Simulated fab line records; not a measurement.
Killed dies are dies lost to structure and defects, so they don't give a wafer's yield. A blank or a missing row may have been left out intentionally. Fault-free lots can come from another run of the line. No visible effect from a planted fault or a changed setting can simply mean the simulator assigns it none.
Problem report, 8D (eight disciplines) form, completed by code | flow n5Finfet | the parts of the form that need people (team, actions taken, sign-off) are left out

== 1. THE PROBLEM ==
Across 3 wafers from 3 lots, M6_ILD_THK at N5_BEOL_M6_THK_MEAS_01 averages 133.0 nm, while fault-free wafers read 154.7 nm with a standard deviation of 1.9. Measured from the usual mean, that is -11 standard deviations.
First observed at day 11 10:22: wafer L220.1, on filmMetro-01. The record has a number at this step for 28 wafers belonging to 10 lots. Rule for "out", or "out of limits": more than 4 standard deviations from the usual mean. The other wafers with a number count as sound.

== 2. WHAT IT IS, WHAT IT ISN'T ==
question                    | is                     | is not
which readings at this step | M6_ILD_THK             | -
which lots                  | L220, L221, L222       | L210, L215, L228, L230, L231, L232, L233
which wafers of those lots  | L220.1, L221.3, L222.1 | L220.4, L221.6, L222.4, L222.6
read on which gauges        | filmMetro-01           | filmMetro-02
when                        | from day 11 10:22      | up to then (7 sound wafers); but 18 sound wafers of L221, L222, L228, L230, L231, L232, L233 came after

== 3. WHAT RULES OUT EACH SUSPECT ==
Counting: a tool at a process step up to the reading stays a suspect if it ran every lot that is out. Sound lots after the first of them don't rule it out here, since some wafers of a struck lot are sound.
- the gauge at N5_BEOL_M6_THK_MEAS_01: kept. All the wafers that are out were read on filmMetro-01, and no step on other tools shows them out.
- rieDiel-04 at N5_BEOL_M5_VIA_ETCH_34 (etches SiCOH lowk in C4F6/O2, target depth 88.3 nm, time 39.2 s): kept. It ran every lot that is out, first L220 (day 11 02:25).
- pvdSputter-02 at N5_BEOL_M5_SPUTTER_48 (material Cu, target thk 15 nm, time 27.62 s): kept. It ran every lot that is out, first L220 (day 11 04:18).
- pecvd-02 at N5_BEOL_M6_ILD_DEP_00 (deposits SiCOH lowk from DEMS/porogen, target thk 179.75 nm, time 33.4 s): kept. It ran every lot that is out, first L220 (day 11 09:47); its last sound lot up to then is L215 (day 10 11:28).
Left after counting: rieDiel-04 at N5_BEOL_M5_VIA_ETCH_34, pvdSputter-02 at N5_BEOL_M5_SPUTTER_48, pecvd-02 at N5_BEOL_M6_ILD_DEP_00, filmMetro-01 at N5_BEOL_M6_THK_MEAS_01.

== 4. THE CAUSE (what the simulator had put in) ==
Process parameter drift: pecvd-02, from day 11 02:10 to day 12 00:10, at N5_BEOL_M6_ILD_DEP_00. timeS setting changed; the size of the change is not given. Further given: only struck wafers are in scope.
Of the 4 suspects that counting leaves, this tool is one.

== 5. SEQUENCE OF EFFECTS, ordered by route ==
One row per reading whose mean, taken over the struck wafers that have a number, lies over 3 standard deviations from the usual. Readings are gone through only where the record gives a usual standard deviation; hours: the median, over the lots, of the time from a lot's start at the first step in this table giving one to that lot's start at this step; sigmas: the change measured in usual standard deviations.
hours | step                   | reading    | usual    | on struck wafers | change | sigmas
0     | N5_BEOL_M6_THK_MEAS_01 | M6_ILD_THK | 154.7 nm | 133.0            | -21.7  | -11

== 6. HOW IT WOULD HAVE BEEN CAUGHT EARLIER ==
8 hours passed between the start of the fault at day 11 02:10 and the first reading out of limits at a measuring or inspecting step in this record, taken at day 11 10:22.
Of the tool readings at N5_BEOL_M6_ILD_DEP_00 for which the record gives a usual standard deviation, none was out on any struck wafer, so an alarm limit of 4 standard deviations on them would not have fired.
L221, L222, from the lots that are out (3), started N5_BEOL_M6_ILD_DEP_00 on pecvd-02 later than day 11 10:22. A hold on the tool at that time would have spared those 2.
